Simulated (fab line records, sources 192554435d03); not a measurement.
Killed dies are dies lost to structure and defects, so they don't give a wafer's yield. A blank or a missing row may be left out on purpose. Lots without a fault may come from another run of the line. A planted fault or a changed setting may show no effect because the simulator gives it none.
Chamber matching | flow n5_finfet | N5_SD_EPI_P_DESCUM_14 on rie_diel-05: 3 sister chambers
The step chemistry O2, time 7.9 s. 3 wafers are shown with their chamber, then 8 later ones without.

WAFERS WITH THEIR CHAMBER
wafer  | chamber | drypump_motor_current_A (A)
L086.6 | 1       | 5.5
L088.3 | 3       | 5.3
L091.1 | 2       | 5.8

WAFERS WITHOUT THEIR CHAMBER
wafer  | drypump_motor_current_A (A)
L091.3 | 5.5
L091.4 | 5.2
L093.1 | 5.5
L093.4 | 5.3
L093.5 | 5.8
L094.2 | 5.2
L094.5 | 5.8
L094.6 | 5.3

WHICH CHAMBER EACH WENT THROUGH
wafer  | from the rows above | in truth
L091.3 | 1                   | 1
L091.4 | 3                   | 3
L093.1 | 1                   | 1
L093.4 | 3                   | 3
L093.5 | 2                   | 2
L094.2 | 3                   | 3
L094.5 | 2                   | 2
L094.6 | 3                   | 3
Placed correctly: 8 of 8. Can't be placed from these rows: 0. Placed wrongly: 0.
How it was worked out, from the rows above alone: a wafer's distance from a chamber is the root of the sum, over the readings, of the square of ((its reading less the chamber's mean) divided by the reading's scatter). The wafer belongs to the nearest chamber; if the next one is less than 2 further off, it can't be placed. A chamber's mean is the mean of its shown wafers. The scatter: with one shown wafer a chamber, the root of the mean of the squares of how far each hidden wafer lies from its nearest shown one.
